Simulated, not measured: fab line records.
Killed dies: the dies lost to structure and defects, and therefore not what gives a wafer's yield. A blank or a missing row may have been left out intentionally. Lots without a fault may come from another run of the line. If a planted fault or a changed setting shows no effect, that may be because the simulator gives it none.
Chamber matching / flow n5-finfet / N5_BEOL_M0_SAQP_DESCUM_45 on rie-diel-01: 4 sister chambers
The step chemistry O2, time 7 s. 22 wafers are shown with their chamber, then 10 later ones without.

## EACH WAFER AND ITS CHAMBER
wafer=L074.1; chamber=1; throttle-valve-pct (%)=19.97; showerhead-plenum-p-Torr (Torr)=2.24; drypump-motor-current-A (A)=6.0
wafer=L074.2; chamber=2; throttle-valve-pct (%)=20.55; showerhead-plenum-p-Torr (Torr)=2.07; drypump-motor-current-A (A)=5.6
wafer=L074.6; chamber=3; throttle-valve-pct (%)=20.33; showerhead-plenum-p-Torr (Torr)=2.13; drypump-motor-current-A (A)=5.4
wafer=L075.1; chamber=3; throttle-valve-pct (%)=20.33; showerhead-plenum-p-Torr (Torr)=2.14; drypump-motor-current-A (A)=5.4
wafer=L075.4; chamber=3; throttle-valve-pct (%)=20.32; showerhead-plenum-p-Torr (Torr)=2.13; drypump-motor-current-A (A)=5.4
wafer=L075.5; chamber=1; throttle-valve-pct (%)=19.96; showerhead-plenum-p-Torr (Torr)=2.24; drypump-motor-current-A (A)=6.0
wafer=L076.1; chamber=2; throttle-valve-pct (%)=20.56; showerhead-plenum-p-Torr (Torr)=2.07; drypump-motor-current-A (A)=5.5
wafer=L076.2; chamber=1; throttle-valve-pct (%)=19.97; showerhead-plenum-p-Torr (Torr)=2.24; drypump-motor-current-A (A)=6.0
wafer=L076.4; chamber=2; throttle-valve-pct (%)=20.56; showerhead-plenum-p-Torr (Torr)=2.07; drypump-motor-current-A (A)=5.5
wafer=L078.5; chamber=3; throttle-valve-pct (%)=20.33; showerhead-plenum-p-Torr (Torr)=2.13; drypump-motor-current-A (A)=5.4
wafer=L078.6; chamber=2; throttle-valve-pct (%)=20.56; showerhead-plenum-p-Torr (Torr)=2.06; drypump-motor-current-A (A)=5.6
wafer=L079.2; chamber=3; throttle-valve-pct (%)=20.35; showerhead-plenum-p-Torr (Torr)=2.13; drypump-motor-current-A (A)=5.4
wafer=L079.4; chamber=2; throttle-valve-pct (%)=20.55; showerhead-plenum-p-Torr (Torr)=2.06; drypump-motor-current-A (A)=5.6
wafer=L079.5; chamber=2; throttle-valve-pct (%)=20.56; showerhead-plenum-p-Torr (Torr)=2.06; drypump-motor-current-A (A)=5.5
wafer=L085.1; chamber=1; throttle-valve-pct (%)=19.99; showerhead-plenum-p-Torr (Torr)=2.23; drypump-motor-current-A (A)=6.0
wafer=L085.5; chamber=0; throttle-valve-pct (%)=20.47; showerhead-plenum-p-Torr (Torr)=2.23; drypump-motor-current-A (A)=5.1
wafer=L085.6; chamber=3; throttle-valve-pct (%)=20.37; showerhead-plenum-p-Torr (Torr)=2.13; drypump-motor-current-A (A)=5.4
wafer=L088.2; chamber=1; throttle-valve-pct (%)=20.00; showerhead-plenum-p-Torr (Torr)=2.23; drypump-motor-current-A (A)=5.9
wafer=L088.3; chamber=3; throttle-valve-pct (%)=20.36; showerhead-plenum-p-Torr (Torr)=2.12; drypump-motor-current-A (A)=5.4
wafer=L088.5; chamber=1; throttle-valve-pct (%)=20.00; showerhead-plenum-p-Torr (Torr)=2.23; drypump-motor-current-A (A)=5.9
wafer=L092.2; chamber=1; throttle-valve-pct (%)=20.02; showerhead-plenum-p-Torr (Torr)=2.23; drypump-motor-current-A (A)=6.0
wafer=L092.3; chamber=0; throttle-valve-pct (%)=20.49; showerhead-plenum-p-Torr (Torr)=2.22; drypump-motor-current-A (A)=5.1

SIGNATURES, as means of the wafers listed above
reading=throttle-valve-pct; chamber 0=20.4800; chamber 1=19.9871; chamber 2=20.5567; chamber 3=20.3414; scatter within a chamber=0.0169
reading=showerhead-plenum-p-Torr; chamber 0=2.2250; chamber 1=2.2343; chamber 2=2.0650; chamber 3=2.1300; scatter within a chamber=0.00563
reading=drypump-motor-current-A; chamber 0=5.100; chamber 1=5.971; chamber 2=5.550; chamber 3=5.400; scatter within a chamber=0.0403
Rule: distance of a wafer from a chamber = root of the sum over the readings of ((wafer's reading minus chamber's mean) / reading's scatter) squared. The wafer belongs to the nearest chamber; if the next one is less than 2 further off, it can't be placed. The scatter: take each reading less its chamber's mean, square it, sum over the shown wafers, divide by the number of wafers less the number of chambers, and take the root.

## WAFERS WITH NO CHAMBER GIVEN
wafer=L092.5; throttle-valve-pct (%)=20.01; showerhead-plenum-p-Torr (Torr)=2.23; drypump-motor-current-A (A)=5.9
wafer=L093.1; throttle-valve-pct (%)=20.20; showerhead-plenum-p-Torr (Torr)=2.06; drypump-motor-current-A (A)=5.5
wafer=L093.3; throttle-valve-pct (%)=20.49; showerhead-plenum-p-Torr (Torr)=2.22; drypump-motor-current-A (A)=5.1
wafer=L093.6; throttle-valve-pct (%)=20.20; showerhead-plenum-p-Torr (Torr)=2.06; drypump-motor-current-A (A)=5.5
wafer=L094.2; throttle-valve-pct (%)=20.22; showerhead-plenum-p-Torr (Torr)=2.06; drypump-motor-current-A (A)=5.5
wafer=L094.3; throttle-valve-pct (%)=20.02; showerhead-plenum-p-Torr (Torr)=2.22; drypump-motor-current-A (A)=6.0
wafer=L094.5; throttle-valve-pct (%)=20.02; showerhead-plenum-p-Torr (Torr)=2.22; drypump-motor-current-A (A)=6.0
wafer=L097.1; throttle-valve-pct (%)=20.40; showerhead-plenum-p-Torr (Torr)=2.12; drypump-motor-current-A (A)=5.4
wafer=L097.2; throttle-valve-pct (%)=20.22; showerhead-plenum-p-Torr (Torr)=2.05; drypump-motor-current-A (A)=5.6
wafer=L097.3; throttle-valve-pct (%)=20.51; showerhead-plenum-p-Torr (Torr)=2.22; drypump-motor-current-A (A)=5.0

## THE CHAMBER EACH PASSED THROUGH
wafer=L092.5; from the rows above=1; in truth=1
wafer=L093.1; from the rows above=3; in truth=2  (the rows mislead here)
wafer=L093.3; from the rows above=0; in truth=0
wafer=L093.6; from the rows above=3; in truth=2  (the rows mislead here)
wafer=L094.2; from the rows above=3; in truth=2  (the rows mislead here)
wafer=L094.3; from the rows above=1; in truth=1
wafer=L094.5; from the rows above=1; in truth=1
wafer=L097.1; from the rows above=3; in truth=3
wafer=L097.2; from the rows above=3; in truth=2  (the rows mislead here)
wafer=L097.3; from the rows above=0; in truth=0
Correct placement for 6 of the 10. Left unplaced by these rows: 0. Placed wrongly: 4.
